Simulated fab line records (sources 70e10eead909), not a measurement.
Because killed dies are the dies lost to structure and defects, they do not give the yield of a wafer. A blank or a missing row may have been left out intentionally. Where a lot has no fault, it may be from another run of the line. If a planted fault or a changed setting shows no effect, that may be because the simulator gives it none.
A sampling plan put to the test	flow nand harc	one fab line, 28 faults that these records tell of, each judged on the records of the lots that it struck
The plan consists of the line's own looks: route steps at which the wafer is read by a gauge or an inspection but not changed. Where struck wafers have a number at a look and the file lists that look's usual mean and standard deviation on fault-free wafers, the look can be judged. Caught: at a look after the fault's first step, the mean of the struck wafers lies 4 or more of those standard deviations (sigma) from the usual mean. On the tool: the identical test, applied to the tool's own readings at the steps of the fault. A different recipe on the struck wafers counts as caught too, as does a record blank only for those wafers.

## THE FAULTS, as the simulator had put them in
1. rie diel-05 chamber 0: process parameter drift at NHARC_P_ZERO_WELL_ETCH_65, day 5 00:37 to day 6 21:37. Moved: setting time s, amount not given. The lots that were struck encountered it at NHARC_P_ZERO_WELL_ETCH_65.
2. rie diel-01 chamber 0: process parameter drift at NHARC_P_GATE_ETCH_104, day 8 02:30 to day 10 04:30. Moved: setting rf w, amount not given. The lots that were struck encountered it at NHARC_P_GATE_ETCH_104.
3. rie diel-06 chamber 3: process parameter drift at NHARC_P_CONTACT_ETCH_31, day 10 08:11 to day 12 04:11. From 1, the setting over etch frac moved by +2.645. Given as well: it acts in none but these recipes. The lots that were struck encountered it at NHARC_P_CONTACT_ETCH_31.
4. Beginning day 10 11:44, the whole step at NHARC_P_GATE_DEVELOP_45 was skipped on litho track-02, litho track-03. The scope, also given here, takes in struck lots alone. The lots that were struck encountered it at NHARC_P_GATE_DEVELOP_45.
5. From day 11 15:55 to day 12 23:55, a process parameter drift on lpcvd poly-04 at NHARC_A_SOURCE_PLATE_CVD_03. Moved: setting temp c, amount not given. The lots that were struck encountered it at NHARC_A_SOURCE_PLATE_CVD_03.
6. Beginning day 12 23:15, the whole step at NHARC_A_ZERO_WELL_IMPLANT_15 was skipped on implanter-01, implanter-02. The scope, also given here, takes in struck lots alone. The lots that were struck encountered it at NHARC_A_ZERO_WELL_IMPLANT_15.
7. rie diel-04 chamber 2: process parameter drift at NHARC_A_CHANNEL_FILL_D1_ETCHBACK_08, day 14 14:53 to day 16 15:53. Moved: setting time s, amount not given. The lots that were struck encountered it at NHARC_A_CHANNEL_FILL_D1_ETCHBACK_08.
8. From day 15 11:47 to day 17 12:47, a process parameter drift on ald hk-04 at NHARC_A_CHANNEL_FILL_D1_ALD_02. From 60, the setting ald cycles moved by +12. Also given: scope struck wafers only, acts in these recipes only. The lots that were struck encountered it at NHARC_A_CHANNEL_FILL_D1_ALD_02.
9. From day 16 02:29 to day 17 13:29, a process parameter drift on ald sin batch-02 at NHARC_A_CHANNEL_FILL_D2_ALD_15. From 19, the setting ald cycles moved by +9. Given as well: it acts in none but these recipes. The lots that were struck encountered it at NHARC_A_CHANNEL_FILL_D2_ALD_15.
10. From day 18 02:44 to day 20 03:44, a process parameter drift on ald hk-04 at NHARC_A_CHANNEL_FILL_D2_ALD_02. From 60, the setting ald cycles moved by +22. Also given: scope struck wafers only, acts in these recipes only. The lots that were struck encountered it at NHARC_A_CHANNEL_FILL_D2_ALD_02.
11. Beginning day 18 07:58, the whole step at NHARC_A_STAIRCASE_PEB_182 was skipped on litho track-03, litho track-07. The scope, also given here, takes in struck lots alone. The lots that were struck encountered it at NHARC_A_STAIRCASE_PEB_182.
12. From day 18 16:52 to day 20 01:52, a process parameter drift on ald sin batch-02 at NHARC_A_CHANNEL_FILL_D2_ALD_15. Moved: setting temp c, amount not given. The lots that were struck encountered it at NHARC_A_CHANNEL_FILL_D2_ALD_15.
13. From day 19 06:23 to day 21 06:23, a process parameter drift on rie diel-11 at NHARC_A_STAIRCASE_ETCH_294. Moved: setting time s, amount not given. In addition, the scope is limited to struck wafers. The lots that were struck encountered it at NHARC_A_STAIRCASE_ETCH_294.
14. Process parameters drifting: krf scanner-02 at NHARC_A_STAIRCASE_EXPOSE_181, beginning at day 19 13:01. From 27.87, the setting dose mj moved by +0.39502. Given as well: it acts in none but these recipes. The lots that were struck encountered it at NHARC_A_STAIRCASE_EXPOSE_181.
15. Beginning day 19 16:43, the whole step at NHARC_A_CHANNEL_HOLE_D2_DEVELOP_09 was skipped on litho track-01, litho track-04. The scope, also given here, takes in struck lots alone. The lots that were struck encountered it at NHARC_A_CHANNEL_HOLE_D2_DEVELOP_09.
16. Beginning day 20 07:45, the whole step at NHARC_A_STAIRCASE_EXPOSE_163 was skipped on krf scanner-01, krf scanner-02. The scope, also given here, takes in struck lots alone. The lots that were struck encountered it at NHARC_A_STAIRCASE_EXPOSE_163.
17. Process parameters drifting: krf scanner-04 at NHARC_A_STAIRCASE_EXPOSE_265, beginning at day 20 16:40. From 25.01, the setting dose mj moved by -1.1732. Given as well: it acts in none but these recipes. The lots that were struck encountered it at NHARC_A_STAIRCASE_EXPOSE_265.
18. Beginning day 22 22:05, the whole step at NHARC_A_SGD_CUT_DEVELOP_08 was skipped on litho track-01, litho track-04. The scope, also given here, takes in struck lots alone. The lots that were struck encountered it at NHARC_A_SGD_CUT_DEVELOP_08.
19. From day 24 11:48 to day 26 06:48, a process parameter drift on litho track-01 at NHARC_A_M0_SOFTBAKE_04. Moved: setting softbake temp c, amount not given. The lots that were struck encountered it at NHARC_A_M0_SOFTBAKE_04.
20. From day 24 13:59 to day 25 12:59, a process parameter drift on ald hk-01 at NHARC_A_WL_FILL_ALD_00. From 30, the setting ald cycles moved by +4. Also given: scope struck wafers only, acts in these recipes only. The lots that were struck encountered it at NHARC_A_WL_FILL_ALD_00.
21. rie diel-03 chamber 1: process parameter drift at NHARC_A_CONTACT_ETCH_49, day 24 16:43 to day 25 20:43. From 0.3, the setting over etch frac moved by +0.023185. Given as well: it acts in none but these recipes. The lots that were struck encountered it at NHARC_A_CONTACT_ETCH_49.
22. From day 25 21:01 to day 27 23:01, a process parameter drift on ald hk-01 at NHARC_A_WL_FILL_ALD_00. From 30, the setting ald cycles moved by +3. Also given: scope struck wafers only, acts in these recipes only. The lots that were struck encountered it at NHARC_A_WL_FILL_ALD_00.
23. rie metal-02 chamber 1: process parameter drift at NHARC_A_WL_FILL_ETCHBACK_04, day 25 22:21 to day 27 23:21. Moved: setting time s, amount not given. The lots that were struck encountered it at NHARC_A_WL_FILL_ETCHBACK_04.
24. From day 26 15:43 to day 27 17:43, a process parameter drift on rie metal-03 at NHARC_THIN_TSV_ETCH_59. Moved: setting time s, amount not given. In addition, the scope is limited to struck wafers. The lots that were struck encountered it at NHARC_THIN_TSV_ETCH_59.
25. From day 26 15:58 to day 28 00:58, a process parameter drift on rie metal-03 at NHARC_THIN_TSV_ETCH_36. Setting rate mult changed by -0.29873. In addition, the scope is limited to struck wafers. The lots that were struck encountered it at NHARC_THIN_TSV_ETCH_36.
26. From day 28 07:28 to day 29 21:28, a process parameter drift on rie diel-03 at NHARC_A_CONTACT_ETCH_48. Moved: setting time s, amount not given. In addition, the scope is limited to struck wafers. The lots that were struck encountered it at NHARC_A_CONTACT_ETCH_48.
27. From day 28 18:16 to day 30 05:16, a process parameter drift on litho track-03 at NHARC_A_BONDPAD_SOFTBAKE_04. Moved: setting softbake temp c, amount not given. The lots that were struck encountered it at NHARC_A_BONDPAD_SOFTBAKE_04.
28. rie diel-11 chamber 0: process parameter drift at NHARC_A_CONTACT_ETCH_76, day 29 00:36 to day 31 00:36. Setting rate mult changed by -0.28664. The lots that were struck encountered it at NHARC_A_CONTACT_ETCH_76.

## WHAT THE PLAN SAW
fault	on the tool itself	first look that catches it	reading, sigma	median hours from its first step to that look	hours from the fault's start to the first struck lot there	judged looks passed uncaught
1	run length s -52 sigma	none of the 2 looks that can be judged after it	-	-	-	2
2	rf fwd power W +65 sigma	no look after it can be judged	-	-	-	0
3	only faintly: oes product au -3.4 sigma	not the one look that can be judged after it	strongest: cd nm at NHARC_P_M0_CD_MEAS_16, -2.0	-	-	1
4	the tool's record is blank for the struck wafers	no look after it can be judged	-	-	-	0
5	spike tc lower C +11 sigma	NHARC_A_SOURCE_PLATE_THK_MEAS_06	thk nm +32	12.0	25	0
6	the tool's record is blank for the struck wafers	no look after it can be judged	-	-	-	0
7	run length s +17 sigma	not the one look that can be judged after it	-	-	-	1
8	under 2 sigma	not the one look that can be judged after it	-	-	-	1
9	under 2 sigma	no look after it can be judged	-	-	-	0
10	under 2 sigma	no look after it can be judged	-	-	-	0
11	the tool's record is blank for the struck wafers	no look after it can be judged	-	-	-	0
12	susceptor temp C -76 sigma	no look after it can be judged	-	-	-	0
13	run length s +99 or beyond sigma	no look after it can be judged	-	-	-	0
14	exposure dose mJ cm2 +15 sigma	no look after it can be judged	-	-	-	0
15	the tool's record is blank for the struck wafers	no look after it can be judged	-	-	-	0
16	no reading that can be judged	no look after it can be judged	-	-	-	0
17	exposure dose mJ cm2 -55 sigma	not the one look that can be judged after it	-	-	-	1
18	the tool's record is blank for the struck wafers	no look after it can be judged	-	-	-	0
19	heater power total W +99 or beyond sigma	not the one look that can be judged after it	-	-	-	1
20	under 2 sigma	no look after it can be judged	-	-	-	0
21	under 2 sigma	no look after it can be judged	-	-	-	0
22	under 2 sigma	no look after it can be judged	-	-	-	0
23	run length s -87 sigma	not the one look that can be judged after it	-	-	-	1
24	run length s -31 sigma	no look after it can be judged	-	-	-	0
25	oes product au -12 sigma	no look after it can be judged	-	-	-	0
26	run length s +22 sigma	not the one look that can be judged after it	strongest: killed short at NHARC_END_SORT_01, +2.5	-	-	1
27	heater power total W +4.9 sigma	not the one look that can be judged after it	-	-	-	1
28	oes product au -15 sigma	NHARC_END_SORT_01	killed at array +35	57.5	80	0
A dash: the fault isn't caught, or these records don't give the number.

Caught at a look: 2 of 28. Caught on the tool: 20 of 28. By one or the other: 20 of 28.
Faults caught by the tool alone: 1, 2, 4, 6, 7, 11, 12, 13, 14, 15, 17, 18, 19, 23, 24, 25, 26, 27.
Caught by neither: faults 3, 8, 9, 10, 16, 20, 21, 22.

## THINNER SAMPLING
Were the look that catches a fault to measure just every second or every third lot (counted by lot number), the first struck lot would, at worst, be measured this late:
fault	struck lots at that look, in order of time	every lot	every second lot	every third lot
5	L175, L174	25 h	25 h	may miss all 2
28	L889	80 h	may miss it	may miss it
Hours are from the fault's start to the first struck lot that is measured. Since the struck wafers were tested as one group against 4 sigma, a single lot by itself may lie under the limit. Other struck lots may not be in these records.

## THE LONGEST TIMED WAY FROM STEP TO LOOK
Fault 28: the median time between NHARC_A_CONTACT_ETCH_76 and NHARC_END_SORT_01 is 57.5 hours. No look between them can be judged.
